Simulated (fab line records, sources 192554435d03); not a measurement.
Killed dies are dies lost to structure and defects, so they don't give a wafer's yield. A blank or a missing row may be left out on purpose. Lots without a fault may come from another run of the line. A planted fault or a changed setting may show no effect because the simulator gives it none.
Which tool did it? | flow n5_finfet | 24 lots, 72 wafers sampled, at 6 steps of a route of 1938

WHAT THE GAUGES READ, wafer by wafer
N5_BEOL_M10_INSPECT_13: inspects for defects (brightfield). Usual: raw_defect_count 426, standard deviation 92.
lot  | measured     | on                | raw_defect_count | flag
L074 | day 11 03:32 | defect_inspect-02 | 450 307 414      |
L075 | day 11 03:48 | defect_inspect-01 | 433 422 526      |
L078 | day 13 03:37 | defect_inspect-01 | 377 304 404      |
L077 | day 13 08:03 | defect_inspect-01 | 764 535 700      |
L080 | day 14 03:30 | defect_inspect-02 | 486 411 404      |
L079 | day 14 03:46 | defect_inspect-02 | 707 357 368      |
L081 | day 14 11:18 | defect_inspect-02 | 315 276 347      |
L082 | day 14 18:10 | defect_inspect-02 | 431 568 388      |
L083 | day 15 03:23 | defect_inspect-02 | 293 320 342      |
L085 | day 15 17:22 | defect_inspect-01 | 299 340 275      |
L084 | day 15 17:53 | defect_inspect-01 | 414 386 330      |
L087 | day 15 18:09 | defect_inspect-02 | 398 281 485      |
L086 | day 15 18:20 | defect_inspect-02 | 510 527 481      |
L076 | day 16 01:44 | defect_inspect-02 | 405 560 684      |
L089 | day 16 01:48 | defect_inspect-02 | 285 392 346      |
L090 | day 16 09:55 | defect_inspect-02 | 439 446 478      |
L091 | day 17 00:35 | defect_inspect-02 | 514 528 421      |
L088 | day 17 04:32 | defect_inspect-02 | 541 458 337      |
L092 | day 17 04:49 | defect_inspect-02 | 338 451 379      |
L094 | day 17 09:42 | defect_inspect-02 | 390 354 379      |
L093 | day 17 10:04 | defect_inspect-02 | 504 474 332      |
L095 | day 17 11:27 | defect_inspect-02 | 365 407 361      |
L096 | day 17 16:43 | defect_inspect-02 | 314 382 370      |
L097 | day 17 20:36 | defect_inspect-02 | 553 281 357      |

N5_BEOL_M11_OVL_MEAS_12. Usual: M11_OVL -0.5 nm, standard deviation 0.77.
lot  | measured     | on         | M11_OVL (nm)   | flag
L074 | day 11 11:34 | overlay-02 | 0.7 -1.0 -0.5  |
L075 | day 11 11:40 | overlay-02 | -0.3 -0.7 -0.1 |
L078 | day 13 11:55 | overlay-02 | 0.8 -0.2 -0.5  |
L077 | day 13 14:59 | overlay-02 | -0.2 -2.2 0.3  |
L080 | day 14 09:39 | overlay-01 | -0.6 -1.1 -0.6 |
L079 | day 14 11:46 | overlay-02 | -1.2 0.5 -0.4  |
L081 | day 14 18:13 | overlay-01 | 0.5 0.4 -0.2   |
L082 | day 15 03:00 | overlay-02 | 0.0 0.1 -0.8   |
L083 | day 15 11:16 | overlay-02 | 0.7 -1.3 -2.2  |
L085 | day 16 00:14 | overlay-01 | -1.4 -0.8 -1.0 |
L084 | day 16 01:42 | overlay-02 | 0.1 0.5 -0.6   |
L087 | day 16 01:49 | overlay-02 | 0.1 -0.2 -0.1  |
L086 | day 16 04:45 | overlay-02 | 0.0 -0.6 -0.3  |
L076 | day 16 10:05 | overlay-01 | -0.3 0.3 0.3   |
L089 | day 16 09:55 | overlay-02 | -1.1 -1.1 0.1  |
L090 | day 16 19:03 | overlay-02 | -1.6 -1.7 -1.6 |
L091 | day 17 10:07 | overlay-02 | 0.1 -1.1 -0.7  |
L088 | day 17 16:05 | overlay-01 | -1.4 -2.0 -2.3 |
L092 | day 17 16:19 | overlay-01 | -0.3 -0.8 -1.4 |
L094 | day 17 23:29 | overlay-01 | -1.5 -0.6 -1.2 |
L093 | day 17 23:40 | overlay-02 | 1.0 1.0 0.6    |
L095 | day 17 20:37 | overlay-02 | -1.0 0.8 -0.1  |
L096 | day 18 00:09 | overlay-01 | -0.4 -1.7 -0.9 |
L097 | day 18 03:58 | overlay-02 | -2.2 -0.8 -1.1 |

N5_BEOL_M11_CD_MEAS_18: pitch 140 nm, target cd 70 nm. Usual: cd_nm 69.9 nm, standard deviation 0.67.
lot  | measured     | on        | cd_nm (nm)     | flag
L074 | day 11 12:04 | cd_sem-03 | 69.9 69.2 69.8 |
L075 | day 11 12:10 | cd_sem-02 | 69.7 69.3 70.1 |
L078 | day 13 12:44 | cd_sem-01 | 70.7 70.7 71.5 |
L077 | day 13 15:47 | cd_sem-03 | 69.1 70.1 69.9 |
L080 | day 14 11:38 | cd_sem-03 | 69.3 69.7 69.6 |
L079 | day 14 12:32 | cd_sem-01 | 68.8 69.0 70.2 |
L081 | day 14 19:14 | cd_sem-01 | 70.3 70.2 70.0 |
L082 | day 15 05:38 | cd_sem-02 | 69.9 69.7 70.1 |
L083 | day 15 11:47 | cd_sem-02 | 69.7 69.3 69.4 |
L085 | day 16 00:45 | cd_sem-02 | 71.2 70.2 70.7 |
L084 | day 16 02:17 | cd_sem-03 | 68.6 69.6 69.5 |
L087 | day 16 02:25 | cd_sem-03 | 70.1 69.1 69.5 |
L086 | day 16 05:23 | cd_sem-02 | 70.2 70.0 71.1 |
L076 | day 16 10:37 | cd_sem-02 | 69.3 69.8 71.1 |
L089 | day 16 10:28 | cd_sem-01 | 70.2 70.5 71.4 |
L090 | day 16 20:13 | cd_sem-03 | 68.7 69.2 69.0 |
L091 | day 17 10:47 | cd_sem-03 | 70.5 70.4 70.2 |
L088 | day 17 17:02 | cd_sem-03 | 70.8 70.5 70.1 |
L092 | day 17 17:05 | cd_sem-02 | 69.4 70.0 69.4 |
L094 | day 18 00:17 | cd_sem-03 | 68.2 68.6 69.1 |
L093 | day 18 00:34 | cd_sem-01 | 70.7 70.4 70.9 |
L095 | day 17 21:15 | cd_sem-01 | 69.7 70.8 70.1 |
L096 | day 18 01:19 | cd_sem-03 | 69.8 69.5 69.8 |
L097 | day 18 04:53 | cd_sem-01 | 70.2 70.5 70.7 |

WHICH TOOL RAN EACH LOT (tool, then ch and the chambers of the sampled wafers, then the start)
lot  | N5_BEOL_M9_DEP_56               | N5_BEOL_M10_DESCUM_16              | N5_BEOL_M10_STRIP_77
L074 | pecvd-01 ch 0,1,2, day 10 22:38 | rie_diel-01 ch 0,2, day 11 03:34   | rie_diel-05 ch 0,1,2, day 11 11:34 or earlier
L075 | pecvd-04 ch 0,2, day 10 23:45   | rie_diel-03 ch 0,1, day 11 03:50   | rie_diel-03 ch 0,1, day 11 11:40 or earlier
L078 | pecvd-01 ch 0,2, day 13 00:21   | rie_diel-03 ch 1,2, day 13 03:41   | rie_diel-01 ch 0,1,3, day 13 11:55 or earlier
L077 | pecvd-01 ch 0,1,2, day 13 03:28 | rie_diel-01 ch 0,1, day 13 08:05   | rie_diel-03 ch 1,2,3, day 13 14:59 or earlier
L080 | pecvd-04 ch 1,2, day 13 23:13   | rie_diel-05 ch 0,1, day 14 03:32   | rie_diel-01 ch 0,2,3, day 14 09:39 or earlier
L079 | pecvd-04 ch 0,1,2, day 13 23:40 | rie_diel-01 ch 0,2,3, day 14 03:48 | rie_diel-03 ch 0,1,3, day 14 11:46 or earlier
L081 | pecvd-03 ch 0,1, day 14 09:53   | rie_diel-05 ch 0,3, day 14 11:20   | rie_diel-05 ch 0,1,2, day 14 18:13 or earlier
L082 | pecvd-04 ch 0,1,2, day 14 15:07 | rie_diel-05 ch 0,1,3, day 14 18:55 | rie_diel-05 ch 0,2,3, day 15 03:00 or earlier
L083 | pecvd-04 ch 0,1, day 15 01:04   | rie_diel-01 ch 0,1,3, day 15 03:25 | rie_diel-03 ch 0,3, day 15 11:16 or earlier
L085 | pecvd-03 ch 0,2, day 15 11:30   | rie_diel-01 ch 0,2,3, day 15 17:31 | rie_diel-01 ch 2,3, day 16 00:14 or earlier
L084 | pecvd-01 ch 1,2, day 15 12:22   | rie_diel-01 ch 0,2, day 15 17:58   | rie_diel-03 ch 0,1,2, day 16 01:42 or earlier
L087 | pecvd-01 ch 0,1,2, day 15 12:38 | rie_diel-01 ch 0,2, day 15 18:13   | rie_diel-05 ch 1,2,3, day 16 01:49 or earlier
L086 | pecvd-04 ch 0,1, day 15 13:08   | rie_diel-05 ch 0,2,3, day 15 18:22 | rie_diel-03 ch 0,1,2, day 16 04:45 or earlier
L076 | pecvd-01 ch 0,1,2, day 15 23:34 | rie_diel-03 ch 1,3, day 16 01:46   | rie_diel-03 ch 0,2, day 16 10:05 or earlier
L089 | pecvd-03 ch 0,1,2, day 15 23:55 | rie_diel-01 ch 2, day 16 01:50     | rie_diel-01 ch 0,2,3, day 16 09:55 or earlier
L090 | pecvd-03 ch 0,2, day 16 07:11   | rie_diel-03 ch 2,3, day 16 09:57   | rie_diel-01 ch 0,1,3, day 16 19:03 or earlier
L091 | pecvd-03 ch 0,1, day 16 22:23   | rie_diel-05 ch 0,3, day 17 00:37   | rie_diel-03 ch 0,1, day 17 10:07 or earlier
L088 | pecvd-01 ch 1,2, day 17 01:49   | rie_diel-01 ch 1,2,3, day 17 05:10 | rie_diel-01 ch 0,1,2, day 17 16:05 or earlier
L092 | pecvd-03 ch 1,2, day 17 02:18   | rie_diel-03 ch 1,2,3, day 17 05:11 | rie_diel-05 ch 1,2,3, day 17 16:19 or earlier
L094 | pecvd-03 ch 0,1,2, day 17 06:38 | rie_diel-05 ch 0,2,3, day 17 09:44 | rie_diel-05 ch 0,2, day 17 23:29 or earlier
L093 | pecvd-01 ch 0, day 17 06:46     | rie_diel-01 ch 1,2,3, day 17 10:06 | rie_diel-03 ch 0,1, day 17 23:40 or earlier
L095 | pecvd-03 ch 0,2, day 17 09:42   | rie_diel-03 ch 2,3, day 17 11:29   | rie_diel-05 ch 1,2, day 17 20:37 or earlier
L096 | pecvd-01 ch 0,1, day 17 11:54   | rie_diel-05 ch 0,1,2, day 17 17:13 | rie_diel-03 ch 1,2, day 18 00:09 or earlier
L097 | pecvd-01 ch 0,2, day 17 18:16   | rie_diel-01 ch 0,2,3, day 17 21:04 | rie_diel-01 ch 2,3, day 18 03:58 or earlier
- N5_BEOL_M9_DEP_56: deposits SiCN from 3MS/NH3, target thk 15 nm, time 26.5 s.
- N5_BEOL_M10_DESCUM_16: chemistry O2, time 7.9 s.
- N5_BEOL_M10_STRIP_77: strips in N2/H2, time 10 s.

WHAT THE TOOLS THEMSELVES READ (means of the sampled wafers that have a number; where no wafer has one, the mark that the record gives instead)
N5_BEOL_M9_DEP_56. Usual: showerhead_plenum_p_Torr 3.665 Torr, standard deviation 0.011; throttle_valve_pct 9.0 %, standard deviation 0.55.
lot  | tool     | showerhead_plenum_p_Torr (Torr) | throttle_valve_pct (%) | flag
L074 | pecvd-01 | 3.659                           | 8.7                    |
L075 | pecvd-04 | 3.657                           | 9.2                    |
L078 | pecvd-01 | 3.652                           | 9.1                    |
L077 | pecvd-01 | 3.661                           | 8.6                    |
L080 | pecvd-04 | 3.685                           | 9.9                    |
L079 | pecvd-04 | 3.671                           | 9.4                    |
L081 | pecvd-03 | 3.664                           | 9.1                    |
L082 | pecvd-04 | 3.673                           | 9.5                    |
L083 | pecvd-04 | 3.664                           | 9.4                    |
L085 | pecvd-03 | 3.664                           | 8.9                    |
L084 | pecvd-01 | 3.661                           | 8.7                    |
L087 | pecvd-01 | 3.659                           | 8.7                    |
L086 | pecvd-04 | 3.670                           | 10.1                   |
L076 | pecvd-01 | 3.656                           | 8.7                    |
L089 | pecvd-03 | 3.663                           | 9.0                    |
L090 | pecvd-03 | 3.665                           | 9.0                    |
L091 | pecvd-03 | 3.667                           | 9.2                    |
L088 | pecvd-01 | 3.662                           | 8.4                    |
L092 | pecvd-03 | 3.671                           | 8.8                    |
L094 | pecvd-03 | 3.665                           | 8.9                    |
L093 | pecvd-01 | 3.656                           | 9.0                    |
L095 | pecvd-03 | 3.669                           | 8.8                    |
L096 | pecvd-01 | 3.659                           | 8.7                    |
L097 | pecvd-01 | 3.655                           | 9.0                    |

N5_BEOL_M10_DESCUM_16. Usual: drypump_motor_current_A 5.8 A, standard deviation 0.51; oes_product_au 0.80 a.u., standard deviation 0.08; rf_vpp_V 242.4 V, standard deviation 1.5; showerhead_plenum_p_Torr 2.05 Torr, standard deviation 0.079; throttle_valve_pct 20.38 %, standard deviation 0.18.
lot  | tool        | drypump_motor_current_A (A) | oes_product_au (a.u.) | rf_vpp_V (V) | showerhead_plenum_p_Torr (Torr) | throttle_valve_pct (%) | flag
L074 | rie_diel-01 | 5.7                         | 0.71                  | 243.3        | 2.09                            | 20.52                  |
L075 | rie_diel-03 | 6.2                         | 0.82                  | 242.9        | 2.05                            | 20.35                  |
L078 | rie_diel-03 | 6.5                         | 0.82                  | 244.0        | 2.12                            | 20.36                  |
L077 | rie_diel-01 | 6.3                         | 0.76                  | 241.1        | 2.01                            | 20.46                  |
L080 | rie_diel-05 | 5.6                         | 0.82                  | 243.2        | 2.07                            | 20.24                  |
L079 | rie_diel-01 | 5.6                         | 0.71                  | 241.0        | 2.01                            | 20.48                  |
L081 | rie_diel-05 | 5.4                         | 0.81                  | 243.2        | 2.07                            | 20.17                  |
L082 | rie_diel-05 | 5.7                         | 0.83                  | 242.6        | 2.05                            | 20.20                  |
L083 | rie_diel-01 | 5.9                         | 0.74                  | 241.2        | 1.97                            | 20.37                  |
L085 | rie_diel-01 | 5.6                         | 0.80                  | 241.9        | 2.01                            | 20.41                  |
L084 | rie_diel-01 | 5.9                         | 0.82                  | 241.8        | 2.04                            | 20.52                  |
L087 | rie_diel-01 | 5.9                         | 0.81                  | 242.3        | 2.04                            | 20.53                  |
L086 | rie_diel-05 | 5.5                         | 0.78                  | 243.6        | 2.10                            | 20.34                  |
L076 | rie_diel-03 | 5.9                         | 0.87                  | 243.9        | 2.13                            | 20.51                  |
L089 | rie_diel-01 | 5.4                         | 0.97                  | 243.8        | 2.13                            | 20.26                  |
L090 | rie_diel-03 | 6.3                         | 0.82                  | 243.3        | 2.11                            | 20.61                  |
L091 | rie_diel-05 | 5.4                         | 0.80                  | 242.7        | 2.05                            | 20.17                  |
L088 | rie_diel-01 | 5.6                         | 0.80                  | 241.3        | 2.01                            | 20.27                  |
L092 | rie_diel-03 | 6.3                         | 0.81                  | 243.2        | 2.12                            | 20.52                  |
L094 | rie_diel-05 | 5.5                         | 0.85                  | 242.6        | 2.09                            | 20.23                  |
L093 | rie_diel-01 | 5.6                         | 0.80                  | 242.3        | 2.01                            | 20.27                  |
L095 | rie_diel-03 | 6.3                         | 0.81                  | 242.7        | 2.11                            | 20.64                  |
L096 | rie_diel-05 | 5.8                         | 0.85                  | 243.8        | 2.09                            | 20.29                  |
L097 | rie_diel-01 | 5.6                         | 0.78                  | 241.7        | 2.00                            | 20.44                  |

N5_BEOL_M10_STRIP_77. Usual: drypump_motor_current_A 5.9 A, standard deviation 0.5; oes_product_au 0.81 a.u., standard deviation 0.075; rf_vpp_V 59.0 V, standard deviation 0.87; showerhead_plenum_p_Torr 2.50 Torr, standard deviation 0.094; throttle_valve_pct 23.59 %, standard deviation 0.28.
lot  | tool        | drypump_motor_current_A (A) | oes_product_au (a.u.) | rf_vpp_V (V) | showerhead_plenum_p_Torr (Torr) | throttle_valve_pct (%) | flag
L074 | rie_diel-05 | 5.7                         | 0.82                  | 58.9         | 2.55                            | 23.54                  |
L075 | rie_diel-03 | 6.2                         | 0.82                  | 59.1         | 2.50                            | 23.82                  |
L078 | rie_diel-01 | 5.9                         | 0.76                  | 58.0         | 2.40                            | 23.40                  |
L077 | rie_diel-03 | 6.3                         | 0.85                  | 58.7         | 2.58                            | 23.63                  |
L080 | rie_diel-01 | 5.6                         | 0.71                  | 59.6         | 2.44                            | 23.48                  |
L079 | rie_diel-03 | 6.0                         | 0.84                  | 58.9         | 2.54                            | 23.77                  |
L081 | rie_diel-05 | 5.7                         | 0.79                  | 59.3         | 2.55                            | 23.57                  |
L082 | rie_diel-05 | 5.5                         | 0.78                  | 58.5         | 2.55                            | 23.51                  |
L083 | rie_diel-03 | 5.9                         | 0.83                  | 59.1         | 2.50                            | 23.99                  |
L085 | rie_diel-01 | 5.3                         | 0.89                  | 58.5         | 2.50                            | 23.44                  |
L084 | rie_diel-03 | 6.4                         | 0.80                  | 59.0         | 2.52                            | 23.71                  |
L087 | rie_diel-05 | 5.8                         | 0.80                  | 58.9         | 2.51                            | 23.43                  |
L086 | rie_diel-03 | 6.4                         | 0.79                  | 57.8         | 2.52                            | 23.72                  |
L076 | rie_diel-03 | 6.2                         | 0.79                  | 58.9         | 2.48                            | 23.95                  |
L089 | rie_diel-01 | 5.6                         | 0.80                  | 58.6         | 2.43                            | 23.46                  |
L090 | rie_diel-01 | 5.9                         | 0.73                  | 59.1         | 2.39                            | 23.43                  |
L091 | rie_diel-03 | 6.2                         | 0.77                  | 59.1         | 2.49                            | 23.88                  |
L088 | rie_diel-01 | 6.0                         | 0.81                  | 59.0         | 2.49                            | 23.60                  |
L092 | rie_diel-05 | 5.8                         | 0.87                  | 58.7         | 2.50                            | 23.34                  |
L094 | rie_diel-05 | 5.5                         | 0.83                  | 58.8         | 2.56                            | 23.60                  |
L093 | rie_diel-03 | 6.2                         | 0.77                  | 59.5         | 2.48                            | 23.87                  |
L095 | rie_diel-05 | 5.8                         | 0.91                  | 58.3         | 2.56                            | 23.46                  |
L096 | rie_diel-03 | 6.6                         | 0.77                  | 58.5         | 2.55                            | 23.61                  |
L097 | rie_diel-01 | 5.3                         | 0.85                  | 59.4         | 2.49                            | 23.46                  |

THE ANSWER, worked out from the rows above alone
Rule: a lot is off if the mean of its wafers that have a number lies more than 3 standard deviations from the usual mean. A lot without any number at a reading at which 4 lots or more have one is off too. The other lots that the step has rows for count as sound. The gauges are gone through in route order, then the tools' own readings, and for those a lot's mean is taken as printed above. The first step at which some lot is off is used, and at that step the reading that is off furthest; a lot without a number counts as furthest.
No lot is off at any reading shown: from this, nothing can be told.

WHAT THE SIMULATOR HAD PUT IN
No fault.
